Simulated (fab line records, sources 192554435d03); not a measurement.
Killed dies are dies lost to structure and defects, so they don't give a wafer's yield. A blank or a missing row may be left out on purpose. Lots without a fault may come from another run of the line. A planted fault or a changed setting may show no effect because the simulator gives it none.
Split-lot experiment | flow n5_finfet | 7 lots, 21 wafers read, on a route of 1938 steps

THE SPLIT
At N5_SD_EPI_N_COAT_33 (time 60 s, resist thk 35 nm), the setting spin_rpm was moved away from the recipe's 1500 rpm on 5 of the 21 wafers read, by +3.9% to +9.7%. The other wafers ran this setting at the recipe's value.

FROM THE SPLIT TO THE READING: what the file shows between them, 1 step
- N5_SD_EPI_N_DESCUM_14: chemistry O2, time 7.9 s (also split here: time_s)

THE READING
etch.depth_nm (the simulator's own value, which no gauge read), in nm, at N5_SD_EPI_N_ETCH_34 (etches SiARC in CF4, target depth 45.5 nm, time 75.8 s). The file gives no usual value for it. The 16 wafers here that ran the recipe average 35.05 nm, standard deviation 0.087 nm.

wafer  | tool, chamber at the split | spin_rpm as run, rpm | against the recipe | etch.depth_nm, nm | against lot-mates on the recipe
L075.1 | litho_track-03, 0          | 1500                 | recipe             | 35.1              | -
L075.3 | litho_track-03, 0          | 1500                 | recipe             | 35.08             | -
L075.6 | litho_track-03, 0          | 1500                 | recipe             | 34.95             | -
L076.4 | litho_track-05, 0          | 1500                 | recipe             | 34.96             | -
L076.5 | litho_track-05, 0          | 1500                 | recipe             | 34.86             | -
L076.6 | litho_track-05, 0          | 1500                 | recipe             | 34.95             | -
L078.2 | litho_track-03, 0          | 1584                 | +5.6%              | 33.96             | -1.15
L078.3 | litho_track-03, 0          | 1500                 | recipe             | 35.11             | -
L078.5 | litho_track-03, 0          | 1584                 | +5.6%              | 34.13             | -0.98
L082.1 | litho_track-04, 0          | 1500                 | recipe             | 35.13             | -
L082.3 | litho_track-04, 0          | 1500                 | recipe             | 35.03             | -
L082.4 | litho_track-04, 0          | 1500                 | recipe             | 35.21             | -
L083.2 | litho_track-05, 0          | 1559                 | +3.9%              | 34.44             | -0.59
L083.4 | litho_track-05, 0          | 1500                 | recipe             | 35.03             | -
L083.6 | litho_track-05, 0          | 1559                 | +3.9%              | 34.34             | -0.69
L087.3 | litho_track-05, 0          | 1500                 | recipe             | 35.14             | -
L087.5 | litho_track-05, 0          | 1500                 | recipe             | 35.05             | -
L087.6 | litho_track-05, 0          | 1646                 | +9.7%              | 33.43             | -1.66
L089.2 | litho_track-04, 0          | 1500                 | recipe             | 35                | -
L089.3 | litho_track-04, 0          | 1500                 | recipe             | 35.09             | -
L089.6 | litho_track-04, 0          | 1500                 | recipe             | 35.12             | -

THE FIT
A straight line over all 21 wafers: etch.depth_nm changes by -0.171 nm for each +1% of spin_rpm; r = -0.98; the points scatter about the line by 0.088 nm.
The same after taking each lot's own level away (the mean of its wafers on the recipe; 21 wafers): -0.176 nm for each +1%; r = -0.99; scatter 0.068 nm.
On that fit, the largest move of spin_rpm shifts the reading by 1.7 nm.
The lots' own levels span 34.923 to 35.123 nm, that is 2.3 times the standard deviation above.
So the lot-to-lot level changes the slope little: the two slopes agree.
Check: with one of the wafers moved furthest among these (+9.7%) left out of the fit, the line predicts -1.77 nm for it against its lot-mates. It came out at -1.66 nm against them.

OTHER SPLITS ON THESE WAFERS
These wafers also went through other splits before the reading. Each is held against what the fit with the lots' levels taken away leaves over:
other split on the same wafers            | wafers away from the commonest value | r with etch.depth_nm (lot level and that fit taken away)
N5_PMOS_HMC_CHANNEL_EPI_PEB_07 peb_time_s | 6                                    | -0.16
N5_PMOS_HMC_CHANNEL_EPI_ETCH_38 bias_w    | 7                                    | +0.10
N5_SD_EPI_N_DESCUM_14 time_s              | 7                                    | +0.01

THE WHOLE CHAIN: every reading that the file lists as answering this split, in the file's order
step                | what it does                                           | reading                                                                           | change (the file's fit)               | r (the file's)
N5_SD_EPI_N_COAT_33 | time 60 s, resist thk 35 nm                            | SiARC_of_SD_EPI_N_COAT_33.thk_nm (the simulator's own value, which no gauge read) | -0.177 nm for each +1% of the setting | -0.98
N5_SD_EPI_N_ETCH_34 | etches SiARC in CF4, target depth 45.5 nm, time 75.8 s | etch.depth_nm (the simulator's own value, which no gauge read)                    | -0.174 nm for each +1% of the setting | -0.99

THE FILE'S OWN FIT
etch.depth_nm changes by -0.174 nm for each +1% of spin_rpm, r = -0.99.
